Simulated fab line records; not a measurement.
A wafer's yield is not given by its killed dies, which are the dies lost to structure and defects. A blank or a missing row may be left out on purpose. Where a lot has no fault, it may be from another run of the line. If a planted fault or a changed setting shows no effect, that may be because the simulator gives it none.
Which tool was responsible? ; flow nandHarc ; 36 wafers from 12 lots sampled at 4 of the route's 1159 steps

WHAT EACH GAUGE READ, for each wafer
The record lacks any reading of a measuring or inspecting step that a usual standard deviation could be used to judge.

WHAT TOOL EACH LOT RAN ON (gives the tool, then ch and the chambers of the sampled wafers, and finally the start)
lot;NHARC_A_STAIRCASE_ETCH_23;NHARC_A_STAIRCASE_ETCH_192;NHARC_A_STAIRCASE_ETCH_199;NHARC_A_STAIRCASE_ETCH_203
L574;rieDiel-13 ch 0,1,2, day 11 12:23 or earlier;rieDiel-03 ch 0,2,3, day 11 12:23;rieDiel-03 ch 0,1,2, no start;rieDiel-03 ch 0,1,3, no start
L575;rieDiel-03 ch 0,3, day 11 13:24 or earlier;rieDiel-01 ch 1,3, day 11 13:24;rieDiel-01 ch 0,1,2, no start;rieDiel-01 ch 0,3, no start
L577;rieDiel-13 ch 0,1,3, day 11 16:29 or earlier;rieDiel-01 ch 1,2,3, day 11 16:29;rieDiel-03 ch 0,1,3, no start;rieDiel-03 ch 0,1,3, no start
L578;rieDiel-13 ch 0,1,2, day 12 01:55 or earlier;rieDiel-01 ch 0,1,2, day 12 01:55;rieDiel-01 ch 0,1,2, no start;rieDiel-01 ch 1,2,3, no start
L579;rieDiel-01 ch 0,2,3, day 12 13:26 or earlier;rieDiel-01 ch 0,1,2, day 12 13:26;rieDiel-01 ch 0,3, no start;rieDiel-01 ch 0,3, no start
L582;rieDiel-01 ch 0,2, day 13 00:37 or earlier;rieDiel-13 ch 1,2,3, day 13 00:37;rieDiel-13 ch 2,3, no start;rieDiel-13 ch 0,2,3, no start
L581;rieDiel-13 ch 0,1,2, day 13 00:55 or earlier;rieDiel-13 ch 1,2,3, day 13 00:55;rieDiel-01 ch 0,1,2, no start;rieDiel-01 ch 2,3, no start
L580;rieDiel-01 ch 0,3, day 13 04:31 or earlier;rieDiel-13 ch 1,3, day 13 04:31;rieDiel-03 ch 0,1,3, no start;rieDiel-03 ch 1,2, no start
L584;rieDiel-01 ch 1,2,3, day 14 03:07 or earlier;rieDiel-03 ch 0,1,3, day 14 03:07;rieDiel-13 ch 0,1,2, no start;rieDiel-13 ch 0,1,3, no start
L587;rieDiel-01 ch 1,3, day 15 00:45 or earlier;rieDiel-03 ch 0,3, day 15 00:45;rieDiel-13 ch 1,2,3, no start;rieDiel-13 ch 0,3, no start
L593;rieDiel-03 ch 2,3, day 15 19:21 or earlier;rieDiel-03 ch 0,2, day 15 19:21;rieDiel-03 ch 0,2,3, no start;rieDiel-03 ch 0,2,3, no start
L594;rieDiel-13 ch 0,1,3, day 16 07:14 or earlier;rieDiel-01 ch 1,2, day 16 07:14;rieDiel-13 ch 0,1,3, no start;rieDiel-13 ch 0,1,2, no start
- NHARC_A_STAIRCASE_ETCH_23: etches the open film in C4F8/O2, target depth 100 nm, time 40.5 s.
- NHARC_A_STAIRCASE_ETCH_192: etches the open film in C4F8/O2, target depth 100 nm, time 40.5 s.
- NHARC_A_STAIRCASE_ETCH_199: etches the open film in C4F8/O2, target depth 100 nm, time 40.5 s.
- NHARC_A_STAIRCASE_ETCH_203: etches the open film in C4F8/O2, target depth 100 nm, time 40.5 s.

WHAT THE TOOLS THEMSELVES READ (means of the sampled wafers that have a number; where no wafer has one, the mark that the record gives instead)
NHARC_A_STAIRCASE_ETCH_23.
lot;tool;oesProductAu (a.u.);rfFwdPowerW (W);rfVppV (V)
L574;rieDiel-13;0.937;590.9;896
L575;rieDiel-03;0.942;589.1;895
L577;rieDiel-13;0.943;592.0;892
L578;rieDiel-13;0.939;592.3;896
L579;rieDiel-01;0.948;593.8;894
L582;rieDiel-01;0.927;591.5;896
L581;rieDiel-13;0.952;590.6;896
L580;rieDiel-01;0.936;593.2;891
L584;rieDiel-01;0.943;592.5;891
L587;rieDiel-01;0.955;594.6;888
L593;rieDiel-03;0.945;589.7;892
L594;rieDiel-13;0.949;592.4;898

NHARC_A_STAIRCASE_ETCH_192.
lot;tool;oesProductAu (a.u.);rfFwdPowerW (W);rfVppV (V)
L574;rieDiel-03;0.946;590.6;893
L575;rieDiel-01;0.949;591.6;892
L577;rieDiel-01;0.937;592.8;890
L578;rieDiel-01;0.936;592.5;894
L579;rieDiel-01;0.947;594.2;894
L582;rieDiel-13;0.926;592.5;902
L581;rieDiel-13;0.934;591.1;902
L580;rieDiel-13;0.929;591.5;904
L584;rieDiel-03;0.954;594.0;892
L587;rieDiel-03;0.850;497.1;894
L593;rieDiel-03;0.852;495.2;892
L594;rieDiel-01;0.947;591.3;891

NHARC_A_STAIRCASE_ETCH_199.
lot;tool;oesProductAu (a.u.);rfFwdPowerW (W);rfVppV (V)
L574;rieDiel-03;0.947;591.8;890
L575;rieDiel-01;0.936;592.7;895
L577;rieDiel-03;0.931;593.3;892
L578;rieDiel-01;0.936;591.0;895
L579;rieDiel-01;0.952;594.4;896
L582;rieDiel-13;0.921;591.5;903
L581;rieDiel-01;0.926;592.4;894
L580;rieDiel-03;0.965;593.0;892
L584;rieDiel-13;0.945;591.1;896
L587;rieDiel-13;0.929;591.0;902
L593;rieDiel-03;0.947;591.8;892
L594;rieDiel-13;0.955;590.9;897

NHARC_A_STAIRCASE_ETCH_203.
lot;tool;oesProductAu (a.u.);rfFwdPowerW (W);rfVppV (V)
L574;rieDiel-03;0.945;591.6;892
L575;rieDiel-01;0.941;593.9;892
L577;rieDiel-03;0.947;593.3;892
L578;rieDiel-01;0.942;592.8;889
L579;rieDiel-01;0.939;594.0;896
L582;rieDiel-13;0.939;591.4;897
L581;rieDiel-01;0.950;592.3;890
L580;rieDiel-03;0.946;593.2;887
L584;rieDiel-13;0.940;591.2;899
L587;rieDiel-13;0.938;590.7;899
L593;rieDiel-03;0.939;592.1;892
L594;rieDiel-13;0.953;591.7;895

THE ANSWER, worked out from the rows above alone
Rule: the lots themselves supply what counts as usual. Put in order of their means at a reading, lots are off if they are a third of the lots or fewer, leave a main group of 4 or more, and stand apart from it by a gap of 3 or more times the standard deviation of the main group's means; of several such gaps the widest counts. A main group is skipped when, at the precision printed for the reading in the tables above, its means are all equal. A lot without any number at a reading at which 4 lots or more have one is off too. Any other lot the step has rows for is counted as sound. First the gauges in route order, then the tools' own readings, where a lot's mean is used as printed above. At the first step where some lot is off, the reading lying furthest off is the one used; lots without a number count as furthest.
Off at NHARC_A_STAIRCASE_ETCH_192 (rfFwdPowerW): L587, L593. Main group: mean 592.2 W, sd 1.1.
A tool fits if, at that step or a process step before it, it ran every lot that is off, and no sound lot after the first of them. NHARC_A_STAIRCASE_ETCH_23 gives no start for some lots, so the hours and the order of its lots are those of NHARC_A_STAIRCASE_ETCH_192. One fits: rieDiel-03 at NHARC_A_STAIRCASE_ETCH_192. A fault onset in the window from L584 (day 14 03:07, its last sound lot) to L587 (day 15 00:45, its first lot off) fits.
The tool's own readings at NHARC_A_STAIRCASE_ETCH_192 bear it out: on the lots that are off they differ by more than 5 times the standard deviation of the sound lots' means. oesProductAu reads 0.851 a.u. there against 0.941 a.u. on the sound lots; rfFwdPowerW reads 496.1 W there against 592.2 W on the sound lots.

WHAT THE SIMULATOR HAD INSERTED
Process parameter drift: rieDiel-03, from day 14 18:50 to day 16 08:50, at NHARC_A_STAIRCASE_ETCH_192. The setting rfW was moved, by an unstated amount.
Lots struck among those shown: L587, L593. This agrees with what the rule above found.
